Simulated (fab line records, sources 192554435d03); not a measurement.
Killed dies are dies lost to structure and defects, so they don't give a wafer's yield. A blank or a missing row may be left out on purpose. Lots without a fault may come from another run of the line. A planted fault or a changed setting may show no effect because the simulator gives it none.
A struck lot beside a sound one | flow n5_finfet | 16 steps out of a route of 1938
Sound: wafers L390.1, L390.3, L390.5. Struck: wafers L406.1, L406.2, L406.3. The cause comes at the end.
At each step with rows: each side's tool, then ch and its chambers, then its first start. Under that, the readings that differ: sound wafers | struck wafers | difference of the means | sigmas: that difference in standard deviations of wafers without a fault.
alike: readings whose means differ by less than 2 such deviations, and words and numbers that are the same on both sides. not compared: withheld readings, readings that some wafer has no value for, bounds like >300 that may hide the same value, and numbers for which the record gives no deviation and whose values overlap.
The two part at a step that has a row with sigmas, a row that says differs or no value, or rows on one side only. Numbers that don't overlap but have no deviation are shown without sigmas and don't part them. A reading that every wafer of one side lacks parts them only if that side has two wafers or more.

first, 4 steps without rows for these wafers: N5_BEOL_M2_SOFTBAKE_23 (time 60 s); N5_BEOL_M2_EXPOSE_25 (exposes mask V1, defocus 5 nm); N5_BEOL_M2_PEB_26 (peb time 60 s); N5_BEOL_M2_DEVELOP_27 (develop time 30 s).
N5_BEOL_M2_CD_MEAS_28: target cd 26.2 nm, target cd y 24.1 nm.
  sound on cd_sem-02 ch 0, day 6 17:43; struck on cd_sem-03 ch 0, day 11 11:17
  alike: cd_nm
N5_BEOL_M2_OVL_MEAS_29:
  sound on overlay-02 ch 0, day 6 17:45; struck on overlay-01 ch 0, day 11 11:19
  alike: V1_OVL
N5_BEOL_M2_INSPECT_30: inspects for defects (brightfield).
  sound on defect_inspect-01, day 6 17:49; struck on defect_inspect-01, day 11 11:23
  alike: raw_defect_count
N5_BEOL_M2_DESCUM_33: chemistry O2, time 7 s.
  sound on rie_diel-01 ch 2,3, day 6 17:51; struck on rie_diel-04 ch 1,2,3, day 11 11:25
  alike: bias_power_w, drypump_motor_current_A, oes_product_au, rf_vpp_V, showerhead_plenum_p_Torr, throttle_valve_pct
  not compared: rf_hours_counter_h
N5_BEOL_M2_ETCH_77: etches underlayer in N2/H2, target depth 6.5 nm, time 5.2 s.
  sound on rie_diel-01 ch 2,3, day 6 17:53; struck on rie_diel-04 ch 1,2,3, day 11 11:27
  alike: bias_w, drypump_motor_current_A, etch_rf_on_time_s, oes_product_au, rf_vpp_V, showerhead_plenum_p_Torr, throttle_valve_pct
  not compared: rf_hours_counter_h
N5_BEOL_M2_ETCH_69: etches SiARC in CF4, target depth 15.6 nm, time 26 s.
  sound on rie_diel-01 ch 2,3, day 6 17:54; struck on rie_diel-04 ch 1,2,3, day 11 11:28
  alike: bias_w, drypump_motor_current_A, etch_rf_on_time_s, oes_product_au, rf_vpp_V, showerhead_plenum_p_Torr, throttle_valve_pct
  not compared: rf_hours_counter_h
N5_BEOL_M2_ALD_98: deposits SiO2, target thk 2.5 nm, pulse time 1 s, co reactant pulse time 1 s.
  sound on ald_sin-02 ch 1,2,3, day 6 17:59; struck on ald_sin-01 ch 1,2,3, day 11 11:33
  alike: heater_power_w, precursor_pulse_height_rel
N5_BEOL_M2_ETCHBACK_99: etches SiO2 in CHF3, target depth 5 nm, time 10.4 s.
  sound on rie_diel-01 ch 1,2, day 7 03:51; struck on rie_diel-04 ch 1,2,3, day 11 12:11
  alike: bias_w, drypump_motor_current_A, oes_product_au, rf_vpp_V, showerhead_plenum_p_Torr, throttle_valve_pct
  not compared: rf_hours_counter_h
N5_BEOL_M2_ETCH_70: etches SOC in N2/H2, target depth 80 nm, overetch 24 nm, time 130 s.
  sound on rie_diel-01 ch 1,2, day 7 03:53; struck on rie_diel-04 ch 1,2,3, day 11 12:13
  reading                                    | sound             | struck            | difference                    | sigmas
  bias_w (W)                                 | 150.1 149.9 150.2 | - - -             | no value on the struck wafers |
  oes_product_au (a.u.)                      | 0.61 0.54 0.62    | 0.70 0.72 0.86    | +0.17                         | +3
  run_length_s (s)                           | 152.7 153.7 153.3 | 119.3 118.8 118.2 | -34.5                         | -93
  model.SiARC_of_BEOL_M2_COAT_68.thk_nm (nm) | 6 6 6             | 7.6 7.6 7.2       | +1.5                          |
  alike: drypump_motor_current_A, rf_vpp_V, showerhead_plenum_p_Torr, throttle_valve_pct
  not compared: rf_hours_counter_h
then, 1 step without rows for these wafers: N5_BEOL_M2_STRIP_71 (strips in N2/H2).
-- the record jumps here: 2 days lie between the struck wafers' starts before and after (it left off in module BEOL_M2 and takes up again in module BEOL_M4, whose first step shown is number 1111 of the route) --
N5_BEOL_M4_RC_MEAS_101:
  sound on prober-01 ch 0, day 8 22:01; struck on prober-01 ch 0, day 13 20:19
  alike: DIBL_N, DIBL_P, IOFF_N, IOFF_P, ION_N, ION_P, SS_N, SS_P, VT_N, VT_P
-- the record jumps here: 5 days lie between the struck wafers' starts before and after (it left off in module BEOL_M4 and takes up again in module PASSIVATION, whose first step shown is number 1936 of the route) --
N5_PASSIVATION_PROBE_49:
  sound on prober-01, day 13 06:07; struck on prober-01, day 18 15:17
  alike: defect_limited_yield, killed_at_M0_to_M3, killed_at_M4_up, killed_at_contacts, killed_at_front_end, killed_at_other, killed_dies, killed_open, killed_short, sort_bin_5_function, sort_bin_6_memory, sort_n_pass, sort_yield_pct

WHERE THEY PART
Only at N5_BEOL_M2_ETCH_70, within this record. Later steps at which nothing parts them and some readings are alike: N5_BEOL_M4_RC_MEAS_101, N5_PASSIVATION_PROBE_49.

WHY: what the simulator had put in
Process parameter drift: rie_diel-04, from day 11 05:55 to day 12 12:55, at N5_BEOL_M2_ETCH_70. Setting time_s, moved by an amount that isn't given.
